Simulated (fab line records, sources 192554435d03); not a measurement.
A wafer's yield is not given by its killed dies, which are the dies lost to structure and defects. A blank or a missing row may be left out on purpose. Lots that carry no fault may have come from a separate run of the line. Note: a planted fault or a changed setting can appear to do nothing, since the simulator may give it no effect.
Which tool is to blame? + flow n5-finfet + at 1 step of a route of 1938, 12 lots with 36 wafers sampled

WHAT EACH GAUGE READ, for each wafer
N5_BEOL_M14_CD_MEAS_17 targets a cd of 250 nm.
| lot  | measured     | on        | cd-nm (nm)        |
|------|--------------|-----------|-------------------|
| L074 | day 12 18:28 | cd-sem-02 | 252.6 248.9 251.7 |
| L075 | day 12 23:40 | cd-sem-03 | 252.0 250.4 251.3 |
| L080 | day 13 21:16 | cd-sem-03 | 250.7 252.5 247.6 |
| L081 | day 14 09:26 | cd-sem-02 | 253.8 252.3 253.6 |
| L083 | day 15 03:45 | cd-sem-02 | 251.4 247.7 249.3 |
| L085 | day 15 19:38 | cd-sem-02 | 251.3 252.0 252.8 |
| L086 | day 15 20:15 | cd-sem-02 | 249.1 251.6 253.9 |
| L089 | day 16 22:56 | cd-sem-01 | 251.4 252.3 252.1 |
| L090 | day 17 04:17 | cd-sem-03 | 252.0 253.9 249.4 |
| L094 | day 17 22:27 | cd-sem-02 | 248.3 250.6 249.4 |
| L095 | day 18 02:11 | cd-sem-01 | 253.5 252.4 250.3 |
| L096 | day 18 16:44 | cd-sem-03 | 252.0 252.4 253.4 |

TOOL THAT RAN EACH LOT (tool first, then ch and the chambers of the sampled wafers, then the start)
No process step before these readings appears in the record.

THE ANSWER, worked out from the rows above alone
Rule: the usual values come from the lots themselves. The widest of any qualifying gaps counts: lots, ordered by their means at a reading, are off when they make up no more than a third of the lots, leave a main group of 4 or more, and stand apart from it by 3 or more times the standard deviation of that group's means. Not used: any main group whose means are identical at the precision the tables above print for the reading. A lot without any number at a reading at which 4 lots or more have one is off too. Where the step has rows for the other lots, those lots are counted as sound.
None of the lots is off at any reading shown; this tells nothing.

WHAT THE SIMULATOR HAD INSERTED
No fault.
